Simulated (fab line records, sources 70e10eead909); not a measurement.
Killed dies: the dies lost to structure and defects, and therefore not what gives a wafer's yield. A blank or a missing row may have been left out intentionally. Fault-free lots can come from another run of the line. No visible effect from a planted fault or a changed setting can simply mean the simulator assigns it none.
A lot that was struck, set against a sound lot + flow nand_harc + 13 out of 1302 route steps
Sound: wafers L788.2, L788.3, L788.5. Struck: wafer L794.6; the same lot's L794.3 was not struck, so it is left out; see the end for the cause.
Each step with rows lists, per side, the tool, then ch with its chambers, then its first start. Under that, the readings that differ: sound wafers + struck wafers + difference of the means + sigmas: that difference in standard deviations of wafers without a fault.
alike: readings whose means differ by less than 2 such deviations, and words and numbers that are the same on both sides. not compared: withheld readings, readings that some wafer has no value for, bounds like >300 that may hide the same value, and numbers for which the record gives no deviation and whose values overlap.
The two part at a step that has a row with sigmas, a row that says differs or no value, or rows on one side only. When numbers do not overlap yet have no deviation, they are printed without sigmas and do not part them. A reading that every wafer of one side lacks parts them only if that side has two wafers or more.

first, 1 step without rows for these wafers: NHARC_A_WL_FILL_RTA_01 (time 5 s).
NHARC_A_WL_FILL_ALD_02: deposits TiN, target thk 2 nm, pulse time 3 s, ald cycles 100.
  sound on ald_metal-01 ch 1,2, day 22 12:41; struck on ald_metal-02 ch 2, day 25 04:36
  alike: heater_power_w, precursor_pulse_height_rel
  not compared: ald_cycles
NHARC_A_WL_FILL_CVD_03: deposits W, target thk 40 nm, time 279 s.
  sound on cvd_w-02 ch 0,1, day 22 13:15; struck on cvd_w-01 ch 0, day 25 05:06
  alike: heater_power_w, mfc_h2_sccm, throttle_valve_pct
NHARC_A_WL_FILL_ETCHBACK_04: etches the open film in NF3, target depth 60 nm, time 120 s.
  sound on rie_metal-02 ch 0,1, day 22 13:34; struck on rie_metal-03 ch 1, day 25 05:31
| reading                     | sound       | struck | difference | sigmas |
|-----------------------------|-------------|--------|------------|--------|
| drypump_motor_current_A (A) | 6.2 6.4 6.4 | 4.9    | -1.4       | -2     |
  alike: chamber_pressure_mTorr, oes_product_au
  not compared: rf_hours_counter_h
NHARC_A_WL_FILL_ETCHBACK_05: etches the open film in Cl2/BCl3, target depth 22 nm, time 60 s.
  sound on rie_metal-02 ch 0,1, day 22 13:49; struck on rie_metal-03 ch 0, day 25 05:43
  alike: chamber_pressure_mTorr, drypump_motor_current_A, oes_product_au
  not compared: rf_hours_counter_h
then, 5 steps without rows for these wafers: NHARC_A_WL_FILL_STRIP_27 (strips in N2/H2, time 20 s); NHARC_A_WL_FILL_STRIP_28 (strips in post etch residue remover, time 1200 s); NHARC_A_WL_FILL_PRECLEAN_06 (cleans in DIW, time 300 s); NHARC_A_WL_FILL_SRD_07; NHARC_A_WL_FILL_ANNEAL_08 (time 1800 s).
NHARC_A_WL_FILL_ALD_10: deposits SiO2, target thk 50 nm, pulse time 10 s, ald cycles 500.
  sound on ald_hk-01 ch 1,2, day 22 18:53; struck on ald_hk-01 ch 0, day 25 14:52
| reading    | sound       | struck | difference | sigmas |
|------------|-------------|--------|------------|--------|
| ald_cycles | 500 500 500 | 461    | -39        |        |
  alike: heater_power_w, precursor_pulse_height_rel
NHARC_A_WL_FILL_ETCHBACK_16: etches the open film in C4F8/O2/Ar, target depth 120 nm, time 24 s.
  sound on rie_diel-10 ch 2,3; struck on rie_diel-10 ch 3
| reading                        | sound                | struck | difference | sigmas |
|--------------------------------|----------------------|--------|------------|--------|
| chamber_pressure_mTorr (mTorr) | 25.024 25.009 25.026 | 24.967 | -0.053     | -2     |
| oes_product_au (a.u.)          | 0.95 0.92 0.94       | 1.02   | +0.08      | +3     |
  alike: rf_fwd_power_W, rf_vpp_V
  not compared: rf_hours_counter_h
NHARC_END_SORT_01:
  the record has rows for the sound wafers here (prober-02 ch 0, day 26 15:45) and none for the struck ones

WHERE THEY PART
First at NHARC_A_WL_FILL_ETCHBACK_04; last, within this record, at NHARC_END_SORT_01.

WHY: what the simulator had put in
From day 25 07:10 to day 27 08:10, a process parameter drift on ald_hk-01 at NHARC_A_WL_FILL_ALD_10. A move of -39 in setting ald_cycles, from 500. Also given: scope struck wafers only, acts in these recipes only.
